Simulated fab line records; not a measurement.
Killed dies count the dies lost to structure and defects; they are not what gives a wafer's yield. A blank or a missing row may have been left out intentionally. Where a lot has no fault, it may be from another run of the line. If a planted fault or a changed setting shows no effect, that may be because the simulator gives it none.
One fault through the eyes of 2 desks / flow n5_finfet / each desk has only its own numbers; what lay behind them comes last

== DESK OF THE TOOL OWNER: rie_diel-01 ==
The tool's own readings at N5_BEOL_M3_ETCH_63 (etches SiARC in CF4, target depth 15.6 nm, time 26 s): means of the sampled wafers that have a number, for each lot that ran on this tool. Any lot whose mean is over 4 standard deviations away from the usual mean is out of limits and marked OUT; that distance is given in the brackets.
Columns: A = drypump_motor_current_A at N5_BEOL_M3_ETCH_63, usual 5.5 A; B = etch_rf_on_time_s at N5_BEOL_M3_ETCH_63, usual 26.1 s; C = oes_product_au at N5_BEOL_M3_ETCH_63, usual 0.64 a.u.; D = rf_vpp_V at N5_BEOL_M3_ETCH_63, usual 184.2 V; E = showerhead_plenum_p_Torr at N5_BEOL_M3_ETCH_63, usual 2.16 Torr; F = throttle_valve_pct at N5_BEOL_M3_ETCH_63, usual 15.78 %
lot=L885; first seen here=day 7 01:10; A=4.8; B=25.9; C=0.63; D=184.5; E=2.16; F=15.89
lot=L887; first seen here=day 7 12:46; A=4.8; B=26.1; C=0.63; D=184.8; E=2.16; F=15.90
lot=L888; first seen here=day 7 18:21; A=5.1; B=25.6; C=0.62; D=185.3; E=2.22; F=15.77
lot=L893; first seen here=day 8 17:37; A=4.8; B=22.7 (-6.3) OUT; C=0.69; D=183.8; E=2.17; F=15.92
lot=L892; first seen here=day 9 00:02; A=4.8; B=19.1 (-13) OUT; C=0.75; D=185.0; E=2.17; F=15.91
lot=L902; first seen here=day 12 11:56; A=5.2; B=25.9; C=0.70; D=184.7; E=2.18; F=15.73
lot=L907; first seen here=day 12 20:34; A=5.2; B=26.3; C=0.63; D=183.8; E=2.19; F=15.97
This desk's finding: out of limits on L892, L893; first on L893, day 8 17:37 (etch_rf_on_time_s at N5_BEOL_M3_ETCH_63). In limits: L885, L887, L888, L902, L907.

== THE METROLOGY DESK ==
What the gauges read for every lot (on any tool): the sampled wafers with a number, averaged. Any lot whose mean is over 4 standard deviations away from the usual mean is out of limits and marked OUT; that distance is given in the brackets. Readings shown: 7 of its 12, picked as those furthest out on some lot.
Columns: A = cd_nm at N5_BEOL_M3_CD_MEAS_11, usual 17.12 nm; B = IOFF_N at N5_BEOL_M4_RC_MEAS_101, usual 0.16 nA/um; C = IOFF_P at N5_BEOL_M4_RC_MEAS_101, usual 0.21 nA/um; D = ION_P at N5_BEOL_M4_RC_MEAS_101, usual 464 uA/um; E = SS_P at N5_BEOL_M4_RC_MEAS_101, usual 73.3 mV/dec; F = VT_N at N5_BEOL_M4_RC_MEAS_101, usual 250 mV; G = VT_P at N5_BEOL_M4_RC_MEAS_101, usual -250 mV
lot=L885; first seen here=day 6 22:58; A=16.96; B=0.20; C=0.28; D=475; E=74.2; F=246; G=-245
lot=L887; first seen here=day 7 10:59; A=17.07; B=0.14; C=0.16; D=450; E=72.8; F=253; G=-255
lot=L888; first seen here=day 7 15:53; A=16.90; B=0.17; C=0.23; D=470; E=74.3; F=247; G=-250
lot=L890; first seen here=day 8 03:41; A=17.46; B=0.14; C=0.21; D=473; E=72.6; F=249; G=-248
lot=L893; first seen here=day 8 13:58; A=17.10; B=0.11; C=0.18; D=461; E=72.0; F=256; G=-250
lot=L892; first seen here=day 8 20:49; A=17.52; B=0.17; C=0.23; D=468; E=72.9; F=250; G=-246
lot=L901; first seen here=day 12 04:30; A=16.71; B=0.17; C=0.23; D=477; E=73.7; F=248; G=-249
lot=L903; first seen here=day 12 06:12; A=17.07; B=0.20; C=0.24; D=471; E=74.0; F=246; G=-247
lot=L902; first seen here=day 12 08:47; A=17.22; B=0.16; C=0.22; D=456; E=73.9; F=250; G=-251
lot=L907; first seen here=day 12 18:43; A=17.19; B=0.14; C=0.21; D=466; E=72.6; F=252; G=-249
Result from this desk: across the 10 lots, nothing is out of limits.

== TAKEN TOGETHER ==
The tool owner's desk had the chance to raise an alarm at day 8 17:37 on L892, L893.
Nothing out of limits was seen by the metrology desk.
The metrology desk holds a record of L892, L893, inside its limits.
All the named lots went through N5_BEOL_M3_ETCH_63 on rie_diel-01.

== WHAT THE SIMULATOR PUT IN ==
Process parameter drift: rie_diel-01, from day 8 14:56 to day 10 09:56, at N5_BEOL_M3_ETCH_63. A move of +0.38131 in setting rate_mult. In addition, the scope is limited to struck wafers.
Struck lots among those shown: L892, L893.
How many hours passed from the start of the fault until each desk's first out-of-limits reading: the tool owner's desk, 3.
